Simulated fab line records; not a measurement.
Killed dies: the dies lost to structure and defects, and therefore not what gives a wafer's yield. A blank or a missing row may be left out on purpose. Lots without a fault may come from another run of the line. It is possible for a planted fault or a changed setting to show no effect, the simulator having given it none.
Problem report in the 8D (eight disciplines) form, filled by code    flow nandHarc    the parts of the form that need people (team, actions taken, sign-off) are left out

== 1. WHAT WENT WRONG ==
heaterPowerTotalW at NHARC_P_M1_SOFTBAKE_04 reads a mean of 193.04 W on 1 wafer of 1 lot; wafers without a fault read 188.44 W with a standard deviation of 0.14. Relative to the usual mean, that is a shift of +33 standard deviations.
The step: time 55 s.
First observed at day 14 09:00: wafer L473.4, on lithoTrack-06. Wafers with a number at this step in the record: 33, from 11 lots. Rule for "out", or "out of limits": more than 4 standard deviations from the usual mean. All remaining wafers that have a number are taken as sound.

== 2. WHAT IT IS; WHAT IT IS NOT ==
question                     is                 is not
which readings at this step  heaterPowerTotalW  exhaustPa
which lots                   L473               L456, L457, L458, L460, L461, L462, L463, L465, L466, L475
which wafers of those lots   L473.4             L473.2, L473.3
read on which tools          lithoTrack-06      lithoTrack-01, lithoTrack-04
when                         from day 14 09:00  up to then (29 sound wafers); but 3 sound wafers of L475 came after

== 3. SUSPECTS, AND WHAT RULES EACH OUT ==
Counting: any tool at a process step up to the reading remains a suspect provided it ran every lot that is out. Sound lots after the first of them don't rule it out here, since some wafers of a struck lot are sound.
- rieDiel-08 at NHARC_P_M0_DESCUM_14 (chemistry O2, time 3 s): kept. The lot that is out, L473, ran on it at day 14 06:25; the last sound lot it ran before that was L466, at day 11 05:54.
- pecvd-02 at NHARC_P_M0_DEP_32 (deposits SiCN, target thk 30 nm): kept. The lot that is out, L473, ran on it at day 14 09:02; the last sound lot it ran before that was L465, at day 11 01:00.
- lithoTrack-06 at NHARC_P_M1_SOFTBAKE_04 (time 55 s): kept. The lot that is out, L473, ran on it at day 14 09:00; the last sound lot it ran before that was L463, at day 10 09:00. Its own readings are out on those wafers: heaterPowerTotalW.
- Within rieDiel-08 at NHARC_P_M0_DESCUM_14: the wafers that are out ran in chamber 2; their sound lot-mates ran in chambers 0, 3.
- Within pecvd-02 at NHARC_P_M0_DEP_32: the wafers that are out ran in chamber 0; their sound lot-mates ran in chambers 1, 2.
Still standing after the count: rieDiel-08 at NHARC_P_M0_DESCUM_14, pecvd-02 at NHARC_P_M0_DEP_32, lithoTrack-06 at NHARC_P_M1_SOFTBAKE_04.

== 4. THE CAUSE (what the simulator had put in) ==
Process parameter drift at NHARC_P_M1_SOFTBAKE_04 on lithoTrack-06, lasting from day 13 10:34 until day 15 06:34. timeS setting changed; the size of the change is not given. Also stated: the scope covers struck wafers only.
Counting leaves 3 suspects; this tool is one of them.

== 5. THE EFFECT CHAIN, in route order ==
Each row: a reading where the mean over the struck wafers with a number is more than 3 standard deviations away from the usual. Scope: only readings with a usual standard deviation given in the record; hours: median across lots of the time from each lot's start at the first step in this table that gives one to its start at this step; sigmas: change in usual standard deviations.
hours  step                    reading            usual     on struck wafers  change  sigmas
0      NHARC_P_M1_SOFTBAKE_04  heaterPowerTotalW  188.44 W  193.04            +4.60   +33
The process steps in it:
- NHARC_P_M1_SOFTBAKE_04: time 55 s.

== 6. WHAT WOULD HAVE CAUGHT IT SOONER ==
In this record the first reading out of limits was taken at day 14 09:00, 22 hours after the fault began at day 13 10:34.
